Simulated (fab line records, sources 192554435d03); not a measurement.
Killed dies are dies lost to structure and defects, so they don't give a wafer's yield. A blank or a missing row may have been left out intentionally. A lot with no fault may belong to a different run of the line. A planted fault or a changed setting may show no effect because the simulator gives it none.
fab line records | flow n5Finfet
record: lots: 6 | wafers: 18 | lastDay: 17
route steps=1938 shown BEOL_M1@812 BEOL_M4@1111 PASSIVATION@1936
lots with no fault: from the same line, run without faults
startH: hours from the record's opening day to when the first of the lot's shown wafers began | waitH: hours from the lot's prior step to this one | " repeats the value in the row above | L1.1+2: one row covering several wafers at once | - value missing, or start not given | * or withheld: withheld | < > ~ a bound
route shown NAME@n: NAME is a module with steps in the file, n the number in the route of the first one | usual: mean/standard deviation taken from wafers without a fault | same: alike in all rows | chamber/n: place in a boat | sites: readings site by site | _std_site: their standard deviation | _edge_site: mean of outer sites minus mean of inner sites | radiusMm: how far each site lies from the wafer's centre | mask NAME#n: copy n | behind: the tool/chamber that last shaped the wafer | hold: reason for holding the lot/hours on hold/outcome of the hold | device: which transistor (n, p or np) failed to switch | end of line: the same wafers' tests at the end of the route | a step with no rows: only its recipe | killed: at the first sort, the dies lost to defects and structure; wafer yield is something else | map: per-die view of a wafer (x killed, . not killed, _ where there is no die)
set.NAME: setting as actually run; set.NAME@STEP: the setting as run at that earlier step | model.NAME: the simulator's own value behind a step, which no gauge read
lots at selected steps of the route; one table per step, one row per wafer
services: when a tool's chamber went out of use (startH, in hours from the record's first day, below 0 if earlier), for how many hours, and the reason
== steps ==
step: N5_BEOL_M1_SURFACE_TREAT_85
recipe: gas: Ar | timeS: * | ionEnergyEv: * | ionCurrentMaCm2: 0.5 | pressureMtorr: * | arFlowSccm: 30
usual: throttleValvePct: *
lot.wafer | tool          | chamber | startH | waitH | throttleValvePct
L909.1    | pvdSputter-01 | -       | 124.18 | 0.1   | *
L909.2    | "             | -       | "      | "     | *
L909.6    | "             | -       | "      | "     | *
L914.1    | pvdSputter-02 | -       | 150.19 | 0.2   | *
L914.2    | "             | -       | "      | "     | *
L914.3    | "             | -       | "      | "     | *
L915.1    | pvdSputter-03 | -       | 162.78 | 0.2   | *
L915.3    | "             | -       | "      | "     | *
L915.4    | "             | -       | "      | "     | *
L926.2    | pvdSputter-01 | -       | 229.69 | 0.2   | *
L926.5    | "             | -       | "      | "     | *
L926.6    | "             | -       | "      | "     | *
L927.2    | pvdSputter-01 | -       | 237.37 | 0.2   | *
L927.4    | "             | -       | "      | "     | *
L927.5    | "             | -       | "      | "     | *
L931.2    | pvdSputter-03 | -       | 260.22 | 0.2   | *
L931.5    | "             | -       | "      | "     | *
L931.6    | "             | -       | "      | "     | *
step: N5_BEOL_M1_CVD_47
recipe: material: Co | targetThkA: 30 | tempC: withheld | precursor: CCTBA/H2 | pressureTorr: 30 | timeS: 223.8
step: N5_BEOL_M1_SPUTTER_48
recipe: material: Cu | targetThkA: 45 | tempC: -20 | chamberPressurePa: 0.07 | powerW: withheld | timeS: 8.29
step: N5_BEOL_M1_ANNEAL_49
recipe: tempC: 400 | timeS: 240 | ambient: vacuum
step: N5_BEOL_M1_SPUTTER_79
recipe: material: Cu | targetThkA: 45 | tempC: -20 | chamberPressurePa: 0.07 | powerW: withheld | timeS: 8.29
usual: chamberPressurePa: 0.07/0.00013 | throttleValvePct: 29.7/1.1
lot.wafer | tool          | chamber | startH | waitH | chamberPressurePa | throttleValvePct
L909.1    | pvdSputter-03 | -       | 124.66 | 0.1   | 0.06988           | 30.4
L909.2    | "             | -       | "      | "     | 0.06974           | 29.0
L909.6    | "             | -       | "      | "     | 0.06983           | 30.1
L914.1    | pvdSputter-03 | -       | 150.63 | 0.1   | 0.06997           | 27.2
L914.2    | "             | -       | "      | "     | 0.07012           | 30.4
L914.3    | "             | -       | "      | "     | 0.07              | 30.2
L915.1    | pvdSputter-03 | -       | 163.24 | 0.1   | 0.07028           | 27.2
L915.3    | "             | -       | "      | "     | 0.0699            | 30.1
L915.4    | "             | -       | "      | "     | 0.06996           | 30.1
L926.2    | pvdSputter-01 | -       | 230.61 | 0.1   | 0.06995           | 30.5
L926.5    | "             | -       | "      | "     | 0.07              | 30.6
L926.6    | "             | -       | "      | "     | 0.07005           | 29.4
L927.2    | pvdSputter-01 | -       | 239.65 | 0.1   | 0.07014           | 28.1
L927.4    | "             | -       | "      | "     | 0.07007           | 30.6
L927.5    | "             | -       | "      | "     | 0.0699            | 30.6
L931.2    | pvdSputter-02 | -       | 260.69 | 0.1   | 0.07002           | 29.9
L931.5    | "             | -       | "      | "     | 0.06993           | 29.8
L931.6    | "             | -       | "      | "     | 0.06996           | 30.7
step: N5_BEOL_M1_ANNEAL_80
recipe: tempC: 400 | timeS: 240 | ambient: vacuum
step: N5_BEOL_M1_SPUTTER_81
recipe: material: Cu | targetThkA: 45 | tempC: -20 | chamberPressurePa: 0.07 | powerW: withheld | timeS: 8.29
usual: chamberPressurePa: 0.06999/0.00013 | throttleValvePct: 29.7/1.1
lot.wafer | tool          | chamber | startH | waitH | chamberPressurePa | throttleValvePct
L909.1    | pvdSputter-03 | -       | 124.88 | 0.1   | 0.07              | 30.3
L909.2    | "             | -       | "      | "     | 0.07              | 28.6
L909.6    | "             | -       | "      | "     | 0.06999           | 30.2
L914.1    | pvdSputter-03 | -       | 150.85 | 0.1   | 0.06982           | 27.3
L914.2    | "             | -       | "      | "     | 0.06995           | 30.3
L914.3    | "             | -       | "      | "     | 0.06986           | 30.1
L915.1    | pvdSputter-03 | -       | 163.46 | 0.1   | 0.07              | 27.4
L915.3    | "             | -       | "      | "     | 0.07              | 30.1
L915.4    | "             | -       | "      | "     | 0.07031           | 30.1
L926.2    | pvdSputter-01 | -       | 230.83 | 0.1   | 0.06977           | 30.7
L926.5    | "             | -       | "      | "     | 0.07003           | 30.7
L926.6    | "             | -       | "      | "     | 0.06999           | 29.6
L927.2    | pvdSputter-01 | -       | 239.87 | 0.1   | 0.07008           | 28.3
L927.4    | "             | -       | "      | "     | 0.06992           | 30.6
L927.5    | "             | -       | "      | "     | 0.06991           | 30.8
L931.2    | pvdSputter-02 | -       | 260.91 | 0.1   | 0.06998           | 29.7
L931.5    | "             | -       | "      | "     | 0.06988           | 29.8
L931.6    | "             | -       | "      | "     | 0.0697            | 30.9
step: N5_BEOL_M1_ANNEAL_82
recipe: tempC: 400 | timeS: 240 | ambient: vacuum
step: N5_BEOL_M1_SPUTTER_86
recipe: material: Cu | targetThkA: 45 | tempC: -20 | chamberPressurePa: 0.07 | powerW: withheld | timeS: 8.29
step: N5_BEOL_M1_ANNEAL_87
recipe: tempC: 400 | timeS: 240 | ambient: vacuum
step: N5_BEOL_M1_SPUTTER_88
recipe: material: Cu | targetThkA: 45 | tempC: -20 | chamberPressurePa: 0.07 | powerW: withheld | timeS: 8.29
step: N5_BEOL_M1_ANNEAL_89
recipe: tempC: 400 | timeS: 240 | ambient: vacuum
usual: heaterPowerW: 844/120 | susceptor_temp_C_max: 400.9/0.37
lot.wafer | tool          | chamber | startH | waitH | heaterPowerW | susceptor_temp_C_max
L909.1    | pvdSputter-03 | -       | 125.40 | 0.0   | 901          | 400.5
L909.2    | "             | -       | "      | "     | 877          | 400.8
L909.6    | "             | -       | "      | "     | 873          | 400.6
L914.1    | pvdSputter-03 | -       | 151.37 | 0.0   | 759          | 400.9
L914.2    | "             | -       | "      | "     | 723          | 400.9
L914.3    | "             | -       | "      | "     | 885          | 400.6
L915.1    | pvdSputter-03 | -       | 163.98 | 0.0   | 795          | 401.0
L915.3    | "             | -       | "      | "     | 746          | 400.9
L915.4    | "             | -       | "      | "     | 884          | 400.8
L926.2    | pvdSputter-01 | -       | 231.35 | 0.0   | 699          | 401.1
L926.5    | "             | -       | "      | "     | 707          | 400.9
L926.6    | "             | -       | "      | "     | 679          | 401.0
L927.2    | pvdSputter-01 | -       | 240.39 | 0.0   | 797          | 401.3
L927.4    | "             | -       | "      | "     | 966          | 400.7
L927.5    | "             | -       | "      | "     | 699          | 401.7
L931.2    | pvdSputter-02 | -       | 261.43 | 0.0   | 1071         | 401.2
L931.5    | "             | -       | "      | "     | 1070         | 401.5
L931.6    | "             | -       | "      | "     | 867          | 400.8
step: N5_BEOL_M1_SPUTTER_90
recipe: material: Cu | targetThkA: 45 | tempC: -20 | chamberPressurePa: 0.07 | powerW: withheld | timeS: 8.29
usual: chamberPressurePa: 0.06999/0.00015 | throttleValvePct: 29.7/1.1
lot.wafer | tool          | chamber | startH | waitH | chamberPressurePa | throttleValvePct
L909.1    | pvdSputter-03 | -       | 125.54 | 0.1   | 0.07014           | 30.1
L909.2    | "             | -       | "      | "     | 0.07005           | 28.9
L909.6    | "             | -       | "      | "     | 0.06975           | 30.3
L914.1    | pvdSputter-03 | -       | 151.51 | 0.1   | 0.05878           | 29.9
L914.2    | "             | -       | "      | "     | 0.06993           | 30.3
L914.3    | "             | -       | "      | "     | 0.06993           | 30.1
L915.1    | pvdSputter-03 | -       | 164.12 | 0.1   | 0.05864           | 29.6
L915.3    | "             | -       | "      | "     | 0.06974           | 30.1
L915.4    | "             | -       | "      | "     | 0.07              | 30.4
L926.2    | pvdSputter-01 | -       | 231.49 | 0.1   | 0.07002           | 31.0
L926.5    | "             | -       | "      | "     | 0.06991           | 30.5
L926.6    | "             | -       | "      | "     | 0.06988           | 29.5
L927.2    | pvdSputter-01 | -       | 240.53 | 0.1   | 0.06983           | 28.0
L927.4    | "             | -       | "      | "     | 0.07002           | 30.6
L927.5    | "             | -       | "      | "     | 0.07013           | 30.5
L931.2    | pvdSputter-02 | -       | 261.57 | 0.1   | 0.07005           | 29.8
L931.5    | "             | -       | "      | "     | 0.07005           | 29.7
L931.6    | "             | -       | "      | "     | 0.07008           | 30.4
step: N5_BEOL_M1_ANNEAL_91
recipe: tempC: 400 | timeS: 240 | ambient: vacuum
usual: heaterPowerW: 844/120 | susceptor_temp_C_max: 400.9/0.35
lot.wafer | tool          | chamber | startH | waitH | heaterPowerW | susceptor_temp_C_max
L909.1    | pvdSputter-03 | -       | 125.62 | 0.0   | 892          | 400.7
L909.2    | "             | -       | "      | "     | 891          | 401.1
L909.6    | "             | -       | "      | "     | 879          | 400.9
L914.1    | pvdSputter-03 | -       | 151.59 | 0.0   | 775          | 401.2
L914.2    | "             | -       | "      | "     | 741          | 400.6
L914.3    | "             | -       | "      | "     | 881          | 400.7
L915.1    | pvdSputter-03 | -       | 164.20 | 0.0   | 767          | 401.1
L915.3    | "             | -       | "      | "     | 728          | 400.7
L915.4    | "             | -       | "      | "     | 883          | 400.8
L926.2    | pvdSputter-01 | -       | 231.57 | 0.0   | 707          | 400.6
L926.5    | "             | -       | "      | "     | 703          | 401.1
L926.6    | "             | -       | "      | "     | 691          | 400.5
L927.2    | pvdSputter-01 | -       | 240.61 | 0.0   | 805          | 401.2
L927.4    | "             | -       | "      | "     | 965          | 400.6
L927.5    | "             | -       | "      | "     | 722          | 400.7
L931.2    | pvdSputter-02 | -       | 261.65 | 0.0   | 1065         | 401.0
L931.5    | "             | -       | "      | "     | 1088         | 401.2
L931.6    | "             | -       | "      | "     | 866          | 401.1
step: N5_BEOL_M4_RC_MEAS_101
usual: DIBL_N: 35.9/1.7 | DIBL_P: 35.8/2.2 | IOFF_N: 0.15/0.03 | IOFF_P: 0.21/0.036 | ION_N: 674/12 | ION_P: 463/7.2 | SS_N: 71.3/0.59 | SS_P: 73.1/0.69 | VT_N: 250/3 | VT_P: -251/3.2
lot.wafer | tool      | chamber | startH | waitH | DIBL_N[mV/V] | DIBL_P[mV/V] | IOFF_N[nA/um] | IOFF_P[nA/um] | ION_N[uA/um] | ION_P[uA/um] | SS_N[mV/dec] | SS_P[mV/dec] | VT_N[mV] | VT_P[mV]
L909.1    | prober-02 | 0       | 160.27 | 0.0   | 34.4         | 34.6         | 0.13          | 0.19          | 672          | 464          | 71.2         | 72.9         | 251      | -253
L909.2    | "         | 0       | "      | "     | 35.9         | 36.8         | 0.15          | 0.22          | 674          | 472          | 71.2         | 73.7         | 251      | -249
L909.6    | "         | 0       | "      | "     | 35.3         | 36.3         | 0.14          | 0.21          | 672          | 466          | 71.1         | 73.3         | 248      | -252
L914.1    | prober-02 | 0       | 185.90 | 0.0   | 36.4         | 37.1         | 0.17          | 0.26          | 685          | 474          | 71.4         | 73.4         | 246      | -246
L914.2    | "         | 0       | "      | "     | 37.4         | 37.6         | 0.17          | 0.24          | 664          | 457          | 71.2         | 73.0         | 250      | -246
L914.3    | "         | 0       | "      | "     | 36.4         | 36.1         | 0.15          | 0.22          | 683          | 473          | 71.6         | 73.2         | 249      | -245
L915.1    | prober-02 | 0       | 209.88 | 0.0   | 37.2         | 36.7         | 0.16          | 0.22          | 682          | 463          | 71.7         | 73.2         | 248      | -249
L915.3    | "         | 0       | "      | "     | 39.4         | 39.9         | 0.22          | 0.28          | 693          | 472          | 71.7         | 73.4         | 244      | -245
L915.4    | "         | 0       | "      | "     | 36.2         | 35.9         | 0.15          | 0.22          | 675          | 471          | 71.3         | 72.6         | 251      | -248
L926.2    | prober-01 | 0       | 271.74 | 0.2   | 39.8         | 40.8         | 0.26          | 0.31          | 709          | 479          | 72.2         | 74.6         | 242      | -245
L926.5    | "         | 0       | "      | "     | 35.2         | 35.9         | 0.15          | 0.22          | 676          | 470          | 71.8         | 72.9         | 248      | -248
L926.6    | "         | 0       | "      | "     | 31.8         | 31.7         | 0.10          | 0.16          | 663          | 462          | 71.2         | 71.7         | 255      | -255
L927.2    | prober-02 | 0       | 279.76 | 0.2   | 36.3         | 32.9         | 0.15          | 0.18          | 678          | 464          | 71.9         | 72.9         | 251      | -253
L927.4    | "         | 0       | "      | "     | 31.7         | 27.9         | 0.08          | 0.13          | 649          | 452          | 69.9         | 71.2         | 258      | -254
L927.5    | "         | 0       | "      | "     | 36.8         | 33.6         | 0.15          | 0.19          | 676          | 462          | 70.8         | 72.8         | 252      | -252
L931.2    | prober-02 | 0       | 310.18 | 0.2   | 38.9         | 39.8         | 0.24          | 0.29          | 713          | 477          | 72.0         | 75.0         | 242      | -246
L931.5    | "         | 0       | "      | "     | 35.2         | 34.7         | 0.14          | 0.18          | 664          | 453          | 71.2         | 73.0         | 252      | -254
L931.6    | "         | 0       | "      | "     | 36.2         | 37.5         | 0.17          | 0.23          | 689          | 475          | 71.3         | 74.0         | 248      | -249
step: N5_PASSIVATION_PROBE_49
usual: defectLimitedYield: 91.0/1.5 | killed_at_M0_to_M3: 35/12 | killed_at_M4_up: 15/5.8 | killedAtContacts: 14/7.2 | killedAtFrontEnd: 40/10 | killedAtOther: 3/3 | killedDies: 106/18 | killedOpen: 68/14 | killedShort: 35/7.2 | sort_bin_4_leakage: 0.00/0.0071 | sort_bin_5_function: 5.2/0.96 | sort_bin_6_memory: 3.3/0.69 | sortNPass: 1074/18 | sortYieldPct: 91.0/1.5
same: grossDies: 1180 | killedAtBackSide: 0 | sort_bin_8_speed[%]: 0
lot.wafer | tool      | chamber | startH | waitH | defectLimitedYield[%] | killed_at_M0_to_M3 | killed_at_M4_up | killedAtContacts | killedAtFrontEnd | killedAtOther | killedDies | killedOpen | killedShort | sort_bin_4_leakage[%] | sort_bin_5_function[%] | sort_bin_6_memory[%] | sortNPass | sortYieldPct[%]
L909.1    | prober-02 | -       | 263.95 | 0.0   | 92.2                  | 25                 | 9               | 20               | 38               | 0             | 92         | 67         | 24          | 0                     | 4.2                    | 3.2                  | 1088      | 92.2
L909.2    | prober-02 | -       | 264.00 | 0.1   | 89.7                  | 33                 | 14              | 27               | 45               | 2             | 121        | 80         | 35          | 0                     | 5.4                    | 4.0                  | 1059      | 89.7
L909.6    | prober-02 | -       | 264.20 | 0.3   | 92.1                  | 39                 | 8               | 15               | 26               | 5             | 93         | 59         | 33          | 0                     | 5.1                    | 2.5                  | 1087      | 92.1
L914.1    | prober-01 | -       | 293.12 | 0.1   | 93.1                  | 28                 | 8               | 13               | 30               | 2             | 81         | 51         | 27          | 0                     | 3.4                    | 3.1                  | 1099      | 93.1
L914.2    | prober-01 | -       | 293.17 | 0.2   | 92.1                  | 49                 | 10              | 12               | 19               | 3             | 93         | 55         | 34          | 0                     | 5.6                    | 2.2                  | 1087      | 92.1
L914.3    | prober-01 | -       | 293.22 | 0.2   | 90.2                  | 67                 | 14              | 8                | 27               | 0             | 116        | 65         | 49          | 0                     | 5.8                    | 3.4                  | 1064      | 90.2
L915.1    | prober-01 | -       | 308.26 | 0.0   | 87.1                  | 52                 | 16              | 18               | 65               | 1             | 152        | 92         | 50          | 0                     | 7.9                    | 3.9                  | 1028      | 87.1
L915.3    | prober-01 | -       | 308.36 | 0.1   | 90.2                  | 47                 | 13              | 22               | 31               | 3             | 116        | 77         | 36          | 0                     | 5.8                    | 3.8                  | 1064      | 90.2
L915.4    | prober-01 | -       | 308.41 | 0.2   | 90.8                  | 49                 | 7               | 18               | 32               | 2             | 108        | 64         | 42          | 0                     | 5.9                    | 2.9                  | 1072      | 90.8
L927.2    | prober-02 | -       | 381.45 | 0.1   | 89.9                  | 44                 | 19              | 12               | 43               | 1             | 119        | 75         | 40          | 0                     | 5.3                    | 4.2                  | 1061      | 89.9
L927.4    | prober-02 | -       | 381.55 | 0.2   | 90.0                  | 37                 | 17              | 20               | 41               | 3             | 118        | 82         | 36          | 0                     | 5.8                    | 4.0                  | 1062      | 90.0
L927.5    | prober-02 | -       | 381.60 | 0.2   | 89.7                  | 41                 | 16              | 20               | 41               | 3             | 121        | 81         | 39          | 0                     | 6.6                    | 3.3                  | 1059      | 89.7
L931.2    | prober-02 | -       | 414.01 | 0.4   | 89.6                  | 27                 | 17              | 28               | 48               | 3             | 123        | 82         | 40          | 0                     | 6.3                    | 3.5                  | 1057      | 89.6
L931.5    | prober-02 | -       | 414.16 | 0.5   | 90.9                  | 26                 | 13              | 23               | 39               | 6             | 107        | 73         | 30          | 0                     | 4.5                    | 4.2                  | 1073      | 90.9
L931.6    | prober-02 | -       | 414.21 | 0.6   | 90.8                  | 26                 | 18              | 15               | 39               | 10            | 108        | 77         | 29          | 0                     | 5.3                    | 3.4                  | 1072      | 90.8
killed by level:class
L909.1 MOL_CONTACT_COAG:geometricParticle:open=18 FIN_SAQP:geometricParticle:open=12 FIN_SAQP:geometricParticle:short=9 BEOL_M2:geometricParticle:open=8 DUMMY_GATE:geometricParticle:open=5 BEOL_M0_SAQP:geometricParticle:open=4 STI_FIN_REVEAL:geometricParticle:open=3 GATE_CUT:geometricParticle:open=3
L909.2 MOL_CONTACT_COAG:geometricParticle:open=18 BEOL_M1:geometricParticle:open=12 BEOL_M0_SAQP:geometricParticle:open=11 MOL_CONTACT_COAG:geometricParticle:short=9 FIN_SAQP:geometricParticle:open=8 FIN_SAQP:geometricParticle:short=7 DUMMY_GATE:geometricParticle:open=5 BEOL_M3:geometricParticle:open=5
L909.6 BEOL_M1:geometricParticle:open=13 MOL_CONTACT_COAG:geometricParticle:open=11 FIN_SAQP:geometricParticle:open=9 BEOL_M0_SAQP:geometricParticle:open=8 BEOL_M0_SAQP:geometricParticle:short=7 FIN_SAQP:geometricParticle:short=5 MOL_CONTACT_COAG:geometricParticle:short=4 BEOL_M2:geometricParticle:short=3
L914.1 MOL_CONTACT_COAG:geometricParticle:open=12 BEOL_M0_SAQP:geometricParticle:short=10 FIN_SAQP:geometricParticle:open=7 BEOL_M0_SAQP:geometricParticle:open=7 FIN_SAQP:geometricParticle:short=6 BEOL_M3:geometricParticle:open=4 BEOL_M4:geometricParticle:open=4 BEOL_M2:geometricParticle:open=3
L914.2 BEOL_M0_SAQP:geometricParticle:short=11 BEOL_M0_SAQP:geometricParticle:open=10 BEOL_M1:geometricParticle:open=9 MOL_CONTACT_COAG:geometricParticle:open=8 BEOL_M2:geometricParticle:short=6 BEOL_M4:geometricParticle:open=5 DUMMY_GATE:geometricParticle:open=5 MOL_CONTACT_COAG:geometricParticle:short=4
L914.3 BEOL_M0_SAQP:geometricParticle:short=27 BEOL_M0_SAQP:geometricParticle:open=22 MOL_CONTACT_COAG:geometricParticle:open=8 BEOL_M3:geometricParticle:open=7 FIN_SAQP:geometricParticle:short=5 FIN_SAQP:geometricParticle:open=4 DUMMY_GATE:geometricParticle:open=4 BEOL_M1:geometricParticle:open=3
L915.1 FIN_SAQP:geometricParticle:short=17 MOL_CONTACT_COAG:geometricParticle:open=17 BEOL_M2:geometricParticle:open=15 STI_FIN_REVEAL:geometricParticle:open=11 BEOL_M1:geometricParticle:open=11 BEOL_M0_SAQP:geometricParticle:short=10 HKMG_FIN:areaEtch=8 GATE_CUT:geometricParticle:short=7
L915.3 MOL_CONTACT_COAG:geometricParticle:open=18 BEOL_M2:geometricParticle:open=15 BEOL_M1:geometricParticle:open=10 BEOL_M0_SAQP:geometricParticle:short=7 BEOL_M4:geometricParticle:open=5 STARTING-WAFER:geometricParticle:open=5 FIN_SAQP:geometricParticle:short=4 STI_FIN_REVEAL:geometricParticle:open=4
L915.4 MOL_CONTACT_COAG:geometricParticle:open=15 FIN_SAQP:geometricParticle:open=11 BEOL_M0_SAQP:geometricParticle:short=10 BEOL_M2:geometricParticle:open=10 FIN_SAQP:geometricParticle:short=9 BEOL_M0_SAQP:geometricParticle:open=8 BEOL_M3:geometricParticle:open=7 BEOL_M2:geometricParticle:short=6
L927.2 BEOL_M0_SAQP:geometricParticle:short=17 BEOL_M0_SAQP:geometricParticle:open=13 BEOL_M4:geometricParticle:open=11 FIN_SAQP:geometricParticle:open=10 MOL_CONTACT_COAG:geometricParticle:open=8 DUMMY_GATE:geometricParticle:open=7 FIN_SAQP:geometricParticle:short=5 STARTING-WAFER:geometricParticle:open=5
L927.4 MOL_CONTACT_COAG:geometricParticle:open=14 BEOL_M0_SAQP:geometricParticle:open=12 STI_FIN_REVEAL:geometricParticle:open=11 BEOL_M4:geometricParticle:open=11 FIN_SAQP:geometricParticle:open=8 DUMMY_GATE:geometricParticle:open=7 MOL_CONTACT_COAG:geometricParticle:short=6 BEOL_M1:geometricParticle:short=6
L927.5 MOL_CONTACT_COAG:geometricParticle:open=17 BEOL_M0_SAQP:geometricParticle:short=13 BEOL_M0_SAQP:geometricParticle:open=13 DUMMY_GATE:geometricParticle:open=11 STI_FIN_REVEAL:geometricParticle:open=8 BEOL_M4:geometricParticle:open=6 GATE_CUT:geometricParticle:open=5 BEOL_M1:geometricParticle:open=5
L931.2 MOL_CONTACT_COAG:geometricParticle:open=25 STI_FIN_REVEAL:geometricParticle:open=14 BEOL_M0_SAQP:geometricParticle:short=13 BEOL_M0_SAQP:geometricParticle:open=8 GATE_CUT:geometricParticle:short=7 BEOL_M4:geometricParticle:open=7 FIN_SAQP:geometricParticle:short=6 BEOL_M7:geometricParticle:open=4
L931.5 MOL_CONTACT_COAG:geometricParticle:open=17 STI_FIN_REVEAL:geometricParticle:open=8 BEOL_M0_SAQP:geometricParticle:open=7 BEOL_M1:geometricParticle:short=6 MOL_CONTACT_COAG:geometricParticle:short=6 DUMMY_GATE:geometricParticle:open=5 BEOL_M4:geometricParticle:open=5 FIN_SAQP:geometricParticle:short=4
L931.6 MOL_CONTACT_COAG:geometricParticle:open=15 FIN_SAQP:geometricParticle:open=9 STI_FIN_REVEAL:geometricParticle:open=9 BEOL_M4:geometricParticle:open=7 BEOL_M0_SAQP:geometricParticle:short=5 BEOL_M2:geometricParticle:open=5 BEOL_M3:geometricParticle:open=5 FIN_SAQP:geometricParticle:short=4
== services ==
tool          | chamber | startH | hours | kind
pvdSputter-03 | -       | 118.41 | 4.7   | repair
pvdSputter-01 | -       | 119.28 | 0.6   | repair
== key ==
firstSign: step: N5_BEOL_M1_SPUTTER_90 | reading: chamberPressurePa | direction: down | sigmas: 77 | usual: 0.06999 | struck: 0.05871
effect none on later readings
metAt N5_BEOL_M1_SPUTTER_90
struckWafers L914.1,L915.1
fault: kind: processParameterDrift | tool: pvdSputter-03 | chamber: - | onsetH: 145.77 | steps: N5_BEOL_M1_SPUTTER_90 | channel: chamberPressurePa | offset: -0.011306 | shape: step | endH: 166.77 | actsIn: theseRecipesOnly | stated: 0.07 | scope: struckWafersOnly
